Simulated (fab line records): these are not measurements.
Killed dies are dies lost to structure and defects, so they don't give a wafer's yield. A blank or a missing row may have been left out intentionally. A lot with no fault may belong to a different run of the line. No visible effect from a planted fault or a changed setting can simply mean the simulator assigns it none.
Which of the tools did it? / flow nandHarc / 6 lots, 18 wafers sampled, at 3 steps of a route of 1159

## WHAT EACH GAUGE READ, for each wafer
NHARC_A_ZERO_WELL_CD_MEAS_10: the cd target is 2000 nm.
lot=L310; measured=day 7 02:33; on=cdSem-03; cdNm (nm)=2001.9 2001.3 1997.6
lot=L312; measured=day 7 12:23; on=cdSem-01; cdNm (nm)=1998.8 2000.7 1998.9
lot=L318; measured=day 8 23:17; on=cdSem-02; cdNm (nm)=1999.8 2001.3 2002.3
lot=L325; measured=day 10 15:04; on=cdSem-01; cdNm (nm)=2000.0 1999.6 1999.0
lot=L326; measured=day 10 22:50; on=cdSem-03; cdNm (nm)=2002.3 2001.5 2003.1
lot=L328; measured=day 11 08:36; on=cdSem-01; cdNm (nm)=2002.7 2001.3 2003.9

## EACH LOT AND THE TOOL THAT RAN IT (in order: tool; ch and the chambers of the sampled wafers; start)
lot=L310; NHARC_P_BONDPAD_DESCUM_11=rieDiel-13 ch 1,2,3, day 6 22:48; NHARC_P_BONDPAD_DEGAS_25=pvdSputter-03, day 6 23:44
lot=L312; NHARC_P_BONDPAD_DESCUM_11=rieDiel-08 ch 1,3, day 7 08:32; NHARC_P_BONDPAD_DEGAS_25=pvdSputter-02, day 7 09:28
lot=L318; NHARC_P_BONDPAD_DESCUM_11=rieDiel-13 ch 0,2,3, day 8 19:32; NHARC_P_BONDPAD_DEGAS_25=pvdSputter-01, day 8 20:28
lot=L325; NHARC_P_BONDPAD_DESCUM_11=rieDiel-08 ch 0,1, day 10 11:08; NHARC_P_BONDPAD_DEGAS_25=pvdSputter-03, day 10 12:06
lot=L326; NHARC_P_BONDPAD_DESCUM_11=rieDiel-08 ch 0,1, day 10 18:46; NHARC_P_BONDPAD_DEGAS_25=pvdSputter-02, day 10 19:44
lot=L328; NHARC_P_BONDPAD_DESCUM_11=rieDiel-13 ch 0,1,2, day 11 04:51; NHARC_P_BONDPAD_DEGAS_25=pvdSputter-02, day 11 05:47
- NHARC_P_BONDPAD_DESCUM_11: chemistry O2, time 3 s.
- NHARC_P_BONDPAD_DEGAS_25: time 60 s.

## THE ANSWER, worked out from the rows above alone
Rule: usual is defined by the lots themselves. Put in order of their means at a reading, lots are off if they are a third of the lots or fewer, leave a main group of 4 or more, and stand apart from it by a gap of 3 or more times the standard deviation of the main group's means; of several such gaps the widest counts. A main group is skipped when, at the precision printed for the reading in the tables above, its means are all equal. Also off: a lot with no number at a reading for which 4 or more lots have one. The other lots that the step has rows for count as sound.
None of the lots is off at any reading shown; this tells nothing.

## WHAT THE SIMULATOR HAD PUT IN
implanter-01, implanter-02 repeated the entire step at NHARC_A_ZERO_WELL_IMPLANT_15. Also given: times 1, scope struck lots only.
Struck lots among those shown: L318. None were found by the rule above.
